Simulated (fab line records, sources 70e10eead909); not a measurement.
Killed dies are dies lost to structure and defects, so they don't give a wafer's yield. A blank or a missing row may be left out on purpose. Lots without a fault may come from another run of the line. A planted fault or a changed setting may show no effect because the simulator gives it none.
Which tool did it? | flow nand_harc | 12 lots, 36 wafers sampled, at 1 step of a route of 1302

WHAT THE GAUGES READ, wafer by wafer
NHARC_P_CONTACT_INSPECT_27.
lot  | measured     | on                | raw_defect_count
L075 | day 6 06:29  | defect_inspect-01 | 246 375 176
L077 | day 7 06:50  | defect_inspect-02 | 615 207 275
L079 | day 8 05:30  | defect_inspect-02 | 229 201 205
L081 | day 9 00:49  | defect_inspect-02 | 275 553 359
L084 | day 10 01:01 | defect_inspect-01 | 177 101 285
L085 | day 10 20:03 | defect_inspect-02 | 315 136 210
L087 | day 11 05:21 | defect_inspect-01 | 336 165 285
L089 | day 12 14:32 | defect_inspect-01 | 303 267 212
L091 | day 13 02:14 | defect_inspect-02 | 234 223 391
L093 | day 13 20:31 | defect_inspect-01 | 210 253 318
L095 | day 14 12:28 | defect_inspect-02 | 148 171 176
L097 | day 15 11:31 | defect_inspect-02 | 516 416 510

WHICH TOOL RAN EACH LOT (tool, then ch and the chambers of the sampled wafers, then the start)
The record holds no process step before these readings.

THE ANSWER, worked out from the rows above alone
Rule: what is usual is taken from the lots themselves. Put in order of their means at a reading, lots are off if they are a third of the lots or fewer, leave a main group of 4 or more, and stand apart from it by a gap of 3 or more times the standard deviation of the main group's means; of several such gaps the widest counts. A main group whose means are all the same, to the digits that the tables above print for the reading, isn't used. A lot without any number at a reading at which 4 lots or more have one is off too. The other lots that the step has rows for count as sound.
No lot is off at any reading shown: from this, nothing can be told.

WHAT THE SIMULATOR HAD PUT IN
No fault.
